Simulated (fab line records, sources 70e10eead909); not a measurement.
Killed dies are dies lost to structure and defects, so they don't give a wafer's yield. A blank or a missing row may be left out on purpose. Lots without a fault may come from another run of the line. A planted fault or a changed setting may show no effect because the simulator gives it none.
Tool commonality check | flow nand_harc | 11 lots, 33 wafers sampled

WHY IT WAS OPENED
At NHARC_A_BONDPAD_OVL_MEAS_35 the reading overlay_x_nm is flagged on 2 of 11 lots. Wafers without a fault read 2 nm, standard deviation 4.8.
Rule: a lot is flagged when every wafer of it that has a number lies more than 4 standard deviations from that mean, or none has a number. The other lots count as sound.

lot  | measured     | on         | overlay_x_nm (nm), wafer by wafer | flag
L287 | day 17 20:07 | overlay-01 | 10 10 10                          |
L290 | day 18 09:58 | overlay-02 | 2 2 2                             |
L288 | day 18 10:16 | overlay-01 | 3 3 3                             |
L289 | day 18 10:55 | overlay-02 | 5 5 6                             |
L292 | day 18 15:20 | overlay-02 | -3 -3 -3                          |
L296 | day 19 20:43 | overlay-02 | 0 -1 0                            |
L301 | day 20 18:35 | overlay-02 | 65 64 65                          | FLAGGED
L302 | day 21 17:55 | overlay-01 | 55 56 56                          | FLAGGED
L305 | day 22 01:30 | overlay-01 | 14 14 14                          |
L304 | day 22 09:28 | overlay-01 | 6 6 6                             |
L310 | day 23 12:57 | overlay-01 | 2 1 2                             |
The numbers of the flagged lots are 60 nm on average: +58 nm against the usual, or +12 standard deviations.

WHICH TOOL RAN EACH LOT
The record holds 3 process steps before the reading, out of a route of 1159 steps. In each cell: the tool, then ch and the chambers that the sampled wafers went through, then the start.
lot  | flag    | NHARC_A_M1_DEGAS_29          | NHARC_A_M1_PRE_CLEAN_32         | NHARC_A_BONDPAD_EXPOSE_06
L287 |         | pvd_sputter-03, day 17 16:27 | pecvd-02 ch 0,2, day 17 18:10   | krf_scanner-04 ch 0, day 17 19:53
L290 |         | pvd_sputter-02, day 18 06:22 | pecvd-01 ch 1,2, day 18 07:58   | krf_scanner-02 ch 0, day 18 09:43
L288 |         | pvd_sputter-03, day 18 06:29 | pecvd-01 ch 0,1, day 18 08:19   | krf_scanner-04 ch 0, day 18 10:01
L289 |         | pvd_sputter-02, day 18 07:11 | pecvd-01 ch 0,2, day 18 08:55   | krf_scanner-02 ch 0, day 18 10:40
L292 |         | pvd_sputter-01, day 18 11:46 | pecvd-02 ch 1,2, day 18 13:26   | krf_scanner-02 ch 0, day 18 15:06
L296 |         | pvd_sputter-02, day 19 17:04 | pecvd-02 ch 0,2, day 19 18:46   | krf_scanner-01 ch 0, day 19 20:29
L301 | FLAGGED | pvd_sputter-01, day 20 14:58 | pecvd-02 ch 0,1,2, day 20 16:38 | krf_scanner-04 ch 0, day 20 18:21
L302 | FLAGGED | pvd_sputter-01, day 21 14:09 | pecvd-03 ch 0,1, day 21 15:55   | krf_scanner-04 ch 0, day 21 17:40
L305 |         | pvd_sputter-02, day 21 21:57 | pecvd-02 ch 0,1,2, day 21 23:34 | krf_scanner-02 ch 0, day 22 01:16
L304 |         | pvd_sputter-01, day 22 06:00 | pecvd-03 ch 0,1,2, day 22 07:38 | krf_scanner-02 ch 0, day 22 09:14
L310 |         | pvd_sputter-02, day 23 09:22 | pecvd-01 ch 0,1, day 23 11:08   | krf_scanner-02 ch 0, day 23 12:43
What these steps do:
- NHARC_A_M1_DEGAS_29: time 60 s.
- NHARC_A_M1_PRE_CLEAN_32: time 12 s.
- NHARC_A_BONDPAD_EXPOSE_06: exposes mask A BPAD.
- NHARC_A_BONDPAD_OVL_MEAS_35

FLAGGED OVER TOTAL, TOOL BY TOOL (the gauges that took the reading come last)
step                        | tool           | lots run | flagged | share of the flagged lots | sound lots run after its first flagged lot
NHARC_A_M1_DEGAS_29         | pvd_sputter-01 | 4        | 2       | all                       | 1 (L304)
NHARC_A_M1_DEGAS_29         | pvd_sputter-02 | 5        | 0       | none                      | -
NHARC_A_M1_DEGAS_29         | pvd_sputter-03 | 2        | 0       | none                      | -
NHARC_A_M1_PRE_CLEAN_32     | pecvd-01       | 4        | 0       | none                      | -
NHARC_A_M1_PRE_CLEAN_32     | pecvd-02       | 5        | 1       | some                      | 1 (L305)
NHARC_A_M1_PRE_CLEAN_32     | pecvd-03       | 2        | 1       | some                      | 1 (L304)
NHARC_A_BONDPAD_EXPOSE_06   | krf_scanner-01 | 1        | 0       | none                      | -
NHARC_A_BONDPAD_EXPOSE_06   | krf_scanner-02 | 6        | 0       | none                      | -
NHARC_A_BONDPAD_EXPOSE_06   | krf_scanner-04 | 4        | 2       | all                       | 0
NHARC_A_BONDPAD_OVL_MEAS_35 | overlay-01     | 6        | 1       | some                      | 3 (L305,L304,L310)
NHARC_A_BONDPAD_OVL_MEAS_35 | overlay-02     | 5        | 1       | some                      | 0

WHAT THE TABLE ALLOWS
2 rows of the table ran every flagged lot: pvd_sputter-01 at NHARC_A_M1_DEGAS_29, krf_scanner-04 at NHARC_A_BONDPAD_EXPOSE_06.
- pvd_sputter-01 at NHARC_A_M1_DEGAS_29: 2 of its 4 lots flagged. Sound lots ran on it after the first flagged one (L304), which a lasting fault on the whole tool wouldn't allow.
- krf_scanner-04 at NHARC_A_BONDPAD_EXPOSE_06: 2 of its 4 lots flagged. Its last sound lot is L288 (day 18 10:01), its first flagged lot L301 (day 20 18:21): a fault that began between those two fits.
One tool is left: krf_scanner-04 at NHARC_A_BONDPAD_EXPOSE_06.

WHAT THE SIMULATOR HAD PUT IN
Scanner matching overlay: krf_scanner-04, from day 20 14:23 on, at NHARC_A_BONDPAD_EXPOSE_06. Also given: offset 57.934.
Lots struck among those shown: L301, L302. The rule above found the same.
